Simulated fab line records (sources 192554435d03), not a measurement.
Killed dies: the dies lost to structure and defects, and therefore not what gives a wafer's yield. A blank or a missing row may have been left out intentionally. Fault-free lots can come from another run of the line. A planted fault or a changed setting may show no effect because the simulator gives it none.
A lot that was struck, set against a sound lot ; flow n5_finfet ; 16 out of 1938 route steps
Sound: these wafers, L809.2, L809.3, L809.5. The struck wafers were L821.1, L821.2, L821.6. The cause is named last.
At each step with rows: each side's tool, then ch and its chambers, then its first start. Under that, the readings that differ: sound wafers ; struck wafers ; difference of the means ; sigmas: that difference in standard deviations of wafers without a fault.
alike: words and numbers the same on both sides, and readings whose means are apart by under 2 such deviations; not compared: readings that were withheld, readings missing a value for some wafer, numbers with overlapping values and no deviation given by the record, and bounds like >300 which may hide the same value.
The two part at a step that has a row with sigmas, a row that says differs or no value, or rows on one side only. Numbers that don't overlap but have no deviation are shown without sigmas and don't part them. A reading that every wafer of one side lacks parts them only if that side has two wafers or more.

first, 2 steps without rows for these wafers: N5_STI_FIN_REVEAL_FCVD_FILL_01 (material SiO2 flowable, target thk 312 nm, time 512.2 s); N5_STI_FIN_REVEAL_DENSIFY_02 (time 1800 s).
N5_STI_FIN_REVEAL_CMP_04: polishes, stops on Si3N4, t overpolish 4 s, target thk 131.83 nm.
  sound on cmp-03 ch 0,2,3, day 3 10:29; struck on cmp-01 ch 0,2, day 6 09:11
reading;sound;struck;difference;sigmas
motor_current_A (A);7.7 8.3 8.5;5.7 6.4 6.1;-2.1;-2
  alike: overpolish_run_s, time_to_endpoint_s
N5_STI_FIN_REVEAL_THK_MEAS_05:
  sound: film_metro-01 at day 3 10:47; struck: film_metro-02 at day 6 09:26
  alike: thk_nm
N5_STI_FIN_REVEAL_DENSIFY_30:
  sound on rtp_anneal-01 ch 0, day 3 11:05; struck on rtp_anneal-01 ch 0, day 6 09:28
  alike: lamp_power_pct, lamp_zone_3_pct
  not compared: wafer_temp_C_max
N5_STI_FIN_REVEAL_ETCHBACK_08: etches SiO2 in C4F6/O2, target depth 30.5 nm, time 10.167 s.
  sound on rie_diel-01 ch 0,2, day 3 11:16; struck on rie_diel-02 ch 0,1,2, day 6 09:59
  alike: drypump_motor_current_A, oes_ar_750_au, oes_product_au, rf_vpp_V, showerhead_plenum_p_Torr, throttle_valve_pct
  not compared: rf_hours_counter_h
N5_STI_FIN_REVEAL_STRIP_24: strips in N2/H2, time 90 s.
  sound on rie_diel-01 ch 0,2, day 3 11:18; struck on rie_diel-02 ch 0,1,2, day 6 10:01
  alike: bias_power_w, chamber_pressure_mTorr, drypump_motor_current_A, oes_product_au, rf_vpp_V, showerhead_plenum_p_Torr, throttle_valve_pct
  not compared: rf_hours_counter_h
then, 4 steps without rows for these wafers: N5_STI_FIN_REVEAL_PRECLEAN_25 (cleans in SPM, time 90 s); N5_STI_FIN_REVEAL_PRECLEAN_26 (cleans in SC1, time 45 s); N5_STI_FIN_REVEAL_PRECLEAN_29 (cleans in DHF, time 30 s); N5_STI_FIN_REVEAL_SRD_12 (time 30 s).
N5_STI_FIN_REVEAL_RECESS_09: chemistry HF/NH3, target SiO2, afs cycles 11, target depth 42.5 nm, sublimation time 60 s.
  sound on vapor_etch-01 ch 0,1, day 3 11:31; struck on vapor_etch-01 ch 0,1, day 6 10:14
  alike: drypump_motor_current_A, foreline_p_Torr
N5_STI_FIN_REVEAL_STRIP_16: strips SiNx in H3PO4, target depth 23.8 nm.
  sound on wet_bench-02 ch 1,2,3, day 3 13:08; struck on wet_bench-06 ch 2,3,7, day 6 11:51
  no value came back on the struck wafers for bath_guard_temp_C (C), bath_heat_duty_pct (%); on the sound wafers bath_guard_temp_C (C) reads 165.3 164.5 165.2
reading;sound;struck;difference;sigmas
model.SiNx_of_FIN_SAQP_HM_DEP_03.thk_nm (nm);0 0 0;17.2 17.4 17.6;+17.4;
then, 1 step without rows for these wafers: N5_STI_FIN_REVEAL_PRECLEAN_17 (cleans in NF3:NH3, afs cycles 1, time 20 s, sublimation time 60 s).
N5_BEOL_M4_RC_MEAS_101:
  the record has rows for the sound wafers here (prober-02 ch 0, day 9 04:01) and none for the struck ones
-- a jump in the record: the struck wafers' starts before and after are 10 days apart (it breaks off in module BEOL_M4 and resumes in module PASSIVATION, where the first step shown is number 1936 of the route) --
N5_PASSIVATION_PROBE_49:
  the record has rows for the struck wafers here (prober-01, day 16 05:20) and none for the sound ones

== WHERE THEY PART ==
Earliest at N5_STI_FIN_REVEAL_CMP_04; latest, in this record, at N5_PASSIVATION_PROBE_49.

WHY: the cause the simulator had injected
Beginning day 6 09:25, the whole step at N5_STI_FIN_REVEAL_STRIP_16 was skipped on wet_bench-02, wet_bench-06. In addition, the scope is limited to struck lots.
